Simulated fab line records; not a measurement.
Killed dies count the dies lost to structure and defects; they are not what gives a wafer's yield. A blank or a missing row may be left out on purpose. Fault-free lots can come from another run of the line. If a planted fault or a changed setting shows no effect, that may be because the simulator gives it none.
Matching of chambers || flow n5Finfet || rieDiel-04 running N5_BEOL_M9_ETCH_62: 4 sister chambers
The step etches SOC in N2/H2, target depth 110 nm, overetch 22 nm, time 165 s. 20 wafers are shown with their chamber, then 10 later ones without.

## WAFERS, EACH WITH ITS CHAMBER
{"wafer": "L074.4", "chamber": 0, "drypumpMotorCurrentA (A)": 5.9, "showerheadPlenumPTorr (Torr)": 2.43, "throttleValvePct (%)": 17.65}
{"wafer": "L074.5", "chamber": 2, "drypumpMotorCurrentA (A)": 6.2, "showerheadPlenumPTorr (Torr)": 2.49, "throttleValvePct (%)": 17.55}
{"wafer": "L074.6", "chamber": 3, "drypumpMotorCurrentA (A)": 6.4, "showerheadPlenumPTorr (Torr)": 2.34, "throttleValvePct (%)": 18.12}
{"wafer": "L075.1", "chamber": 1, "drypumpMotorCurrentA (A)": 5.3, "showerheadPlenumPTorr (Torr)": 2.44, "throttleValvePct (%)": 17.61}
{"wafer": "L075.2", "chamber": 3, "drypumpMotorCurrentA (A)": 6.4, "showerheadPlenumPTorr (Torr)": 2.34, "throttleValvePct (%)": 18.12}
{"wafer": "L075.4", "chamber": 2, "drypumpMotorCurrentA (A)": 6.2, "showerheadPlenumPTorr (Torr)": 2.49, "throttleValvePct (%)": 17.55}
{"wafer": "L078.2", "chamber": 0, "drypumpMotorCurrentA (A)": 5.8, "showerheadPlenumPTorr (Torr)": 2.43, "throttleValvePct (%)": 17.65}
{"wafer": "L078.4", "chamber": 0, "drypumpMotorCurrentA (A)": 5.9, "showerheadPlenumPTorr (Torr)": 2.43, "throttleValvePct (%)": 17.66}
{"wafer": "L078.5", "chamber": 2, "drypumpMotorCurrentA (A)": 6.2, "showerheadPlenumPTorr (Torr)": 2.49, "throttleValvePct (%)": 17.56}
{"wafer": "L079.1", "chamber": 1, "drypumpMotorCurrentA (A)": 5.3, "showerheadPlenumPTorr (Torr)": 2.43, "throttleValvePct (%)": 17.60}
{"wafer": "L079.2", "chamber": 2, "drypumpMotorCurrentA (A)": 6.2, "showerheadPlenumPTorr (Torr)": 2.49, "throttleValvePct (%)": 17.57}
{"wafer": "L079.3", "chamber": 0, "drypumpMotorCurrentA (A)": 5.9, "showerheadPlenumPTorr (Torr)": 2.42, "throttleValvePct (%)": 17.69}
{"wafer": "L079.4", "chamber": 3, "drypumpMotorCurrentA (A)": 6.4, "showerheadPlenumPTorr (Torr)": 2.34, "throttleValvePct (%)": 18.16}
{"wafer": "L079.5", "chamber": 1, "drypumpMotorCurrentA (A)": 5.3, "showerheadPlenumPTorr (Torr)": 2.43, "throttleValvePct (%)": 17.61}
{"wafer": "L079.6", "chamber": 2, "drypumpMotorCurrentA (A)": 6.2, "showerheadPlenumPTorr (Torr)": 2.49, "throttleValvePct (%)": 17.57}
{"wafer": "L083.1", "chamber": 2, "drypumpMotorCurrentA (A)": 6.2, "showerheadPlenumPTorr (Torr)": 2.49, "throttleValvePct (%)": 17.60}
{"wafer": "L083.4", "chamber": 0, "drypumpMotorCurrentA (A)": 5.9, "showerheadPlenumPTorr (Torr)": 2.42, "throttleValvePct (%)": 17.69}
{"wafer": "L083.6", "chamber": 3, "drypumpMotorCurrentA (A)": 6.4, "showerheadPlenumPTorr (Torr)": 2.34, "throttleValvePct (%)": 18.17}
{"wafer": "L084.3", "chamber": 0, "drypumpMotorCurrentA (A)": 5.9, "showerheadPlenumPTorr (Torr)": 2.42, "throttleValvePct (%)": 17.68}
{"wafer": "L084.5", "chamber": 0, "drypumpMotorCurrentA (A)": 5.9, "showerheadPlenumPTorr (Torr)": 2.42, "throttleValvePct (%)": 17.70}

SIGNATURES, as means of the wafers listed above
{"reading": "drypumpMotorCurrentA", "chamber 0": 5.886, "chamber 1": 5.300, "chamber 2": 6.200, "chamber 3": 6.400, "scatter within a chamber": 0.0231}
{"reading": "showerheadPlenumPTorr", "chamber 0": 2.4243, "chamber 1": 2.4333, "chamber 2": 2.4900, "chamber 3": 2.3400, "scatter within a chamber": 0.00386}
{"reading": "throttleValvePct", "chamber 0": 17.6743, "chamber 1": 17.6067, "chamber 2": 17.5667, "chamber 3": 18.1425, "scatter within a chamber": 0.0201}
Rule: for a wafer and a chamber, the distance is found by dividing, reading by reading, the gap between the wafer's reading and the chamber's mean by the reading's scatter, squaring, summing and taking the root. If the next closest chamber is less than 2 further off than the closest, the wafer can't be placed; otherwise it belongs to the closest. The scatter is the square root of a quotient: the sum, over the shown wafers, of each reading's squared deviation from its chamber's mean, divided by wafers minus chambers.

## WAFERS MISSING THEIR CHAMBER
{"wafer": "L084.6", "drypumpMotorCurrentA (A)": 5.3, "showerheadPlenumPTorr (Torr)": 2.43, "throttleValvePct (%)": 17.62}
{"wafer": "L087.1", "drypumpMotorCurrentA (A)": 5.3, "showerheadPlenumPTorr (Torr)": 2.43, "throttleValvePct (%)": 17.63}
{"wafer": "L087.3", "drypumpMotorCurrentA (A)": 6.3, "showerheadPlenumPTorr (Torr)": 2.48, "throttleValvePct (%)": 17.59}
{"wafer": "L087.6", "drypumpMotorCurrentA (A)": 6.3, "showerheadPlenumPTorr (Torr)": 2.48, "throttleValvePct (%)": 17.58}
{"wafer": "L094.2", "drypumpMotorCurrentA (A)": 5.2, "showerheadPlenumPTorr (Torr)": 2.42, "throttleValvePct (%)": 17.65}
{"wafer": "L094.4", "drypumpMotorCurrentA (A)": 6.2, "showerheadPlenumPTorr (Torr)": 2.48, "throttleValvePct (%)": 17.61}
{"wafer": "L094.5", "drypumpMotorCurrentA (A)": 5.2, "showerheadPlenumPTorr (Torr)": 2.42, "throttleValvePct (%)": 17.66}
{"wafer": "L097.3", "drypumpMotorCurrentA (A)": 5.3, "showerheadPlenumPTorr (Torr)": 2.42, "throttleValvePct (%)": 17.67}
{"wafer": "L097.4", "drypumpMotorCurrentA (A)": 6.4, "showerheadPlenumPTorr (Torr)": 2.32, "throttleValvePct (%)": 18.23}
{"wafer": "L097.5", "drypumpMotorCurrentA (A)": 6.4, "showerheadPlenumPTorr (Torr)": 2.32, "throttleValvePct (%)": 18.24}

## WHICH CHAMBER EACH WENT THROUGH
{"wafer": "L084.6", "from the rows above": 1, "in truth": 1}
{"wafer": "L087.1", "from the rows above": 1, "in truth": 1}
{"wafer": "L087.3", "from the rows above": 2, "in truth": 2}
{"wafer": "L087.6", "from the rows above": 2, "in truth": 2}
{"wafer": "L094.2", "from the rows above": 1, "in truth": 1}
{"wafer": "L094.4", "from the rows above": 2, "in truth": 2}
{"wafer": "L094.5", "from the rows above": 1, "in truth": 1}
{"wafer": "L097.3", "from the rows above": 1, "in truth": 1}
{"wafer": "L097.4", "from the rows above": 3, "in truth": 3}
{"wafer": "L097.5", "from the rows above": 3, "in truth": 3}
Correct placement for 10 of the 10. Left unplaced by these rows: 0. 0 placed wrongly.
